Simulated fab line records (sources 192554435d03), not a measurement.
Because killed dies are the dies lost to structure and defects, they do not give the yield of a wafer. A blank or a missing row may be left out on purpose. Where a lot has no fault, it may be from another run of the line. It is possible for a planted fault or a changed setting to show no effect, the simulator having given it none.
Problem report, 8D (eight disciplines) form, completed by code -- flow n5 finfet -- the parts of the form that need people (team, actions taken, sign-off) are left out

## 1. PROBLEM STATEMENT
Wafers without a fault read 1.001 a.u., standard deviation 0.015; oes product au at N5_FIN_SAQP_ETCH_64 reads a mean of 1.224 a.u. on 5 wafers belonging to 3 lots. That puts it +15 standard deviations away from the usual mean.
The step: etches SiO2 in CF4, target depth 1.5 nm.
First seen on wafer L185.1, day 3 20:14, on rie si-05. Wafers with a number at this step in the record: 27, from 10 lots. Rule for "out", or "out of limits": more than 4 standard deviations from the usual mean. The other wafers with a number count as sound.

## 2. WHAT IT IS AND WHAT IT IS NOT
question,is,is not
which readings at this step,oes product au,drypump motor current A
which lots,"L185, L186, L187","L178, L182, L183, L184, L197, L199, L201"
which wafers of those lots,"L185.1, L185.3, L186.1, L186.3, L187.3","L185.5, L187.5"
read on which tools,rie si-05,"rie si-02, rie si-03"
when,from day 3 20:14,"up to then (13 sound wafers); but 9 sound wafers of L187, L197, L199, L201 came after"

## 3. WHAT RULES OUT EACH SUSPECT
Counting: any tool at a process step up to the reading remains a suspect provided it ran every lot that is out. Sound lots after the first of them don't rule it out here, since some wafers of a struck lot are sound.
- rie si-05 at N5_FIN_SAQP_ETCH_64 (etches SiO2 in CF4, target depth 1.5 nm): kept. It ran every lot that is out, first L185 (day 3 20:14); its last sound lot up to then is L183 (day 3 08:25). Its own oes product au readings are out on those wafers.
Remaining after the count: rie si-05 at N5_FIN_SAQP_ETCH_64.

## 4. THE CAUSE (what the simulator had put in)
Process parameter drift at N5_FIN_SAQP_ETCH_64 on rie si-05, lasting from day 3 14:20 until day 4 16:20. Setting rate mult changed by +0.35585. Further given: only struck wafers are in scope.
Only this tool survived the counting.

## 5. THE CHAIN OF EFFECTS, in route order
One row per reading whose mean, taken over the struck wafers that have a number, lies over 3 standard deviations from the usual. Only readings for which the record gives a usual standard deviation are gone through. hours: the time from each lot's start at the first step in this table that gives one to its start at this step, as a median over the lots. sigmas: the change in usual standard deviations.
hours,step,reading,usual,on struck wafers,change,sigmas
0,N5_FIN_SAQP_ETCH_64,oes product au,1.001 a.u.,1.224,+0.223,+15
Process steps it contains:
- N5_FIN_SAQP_ETCH_64: etches SiO2 in CF4, target depth 1.5 nm.
At these later measuring or inspecting steps, every struck wafer for which the step has a row has a number for every such reading, and none has moved that far: N5_BEOL_M4_RC_MEAS_101.

## 6. WHAT WOULD HAVE CAUGHT IT SOONER
In this record the first reading out of limits was taken at day 3 20:14, 6 hours after the fault began at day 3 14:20.
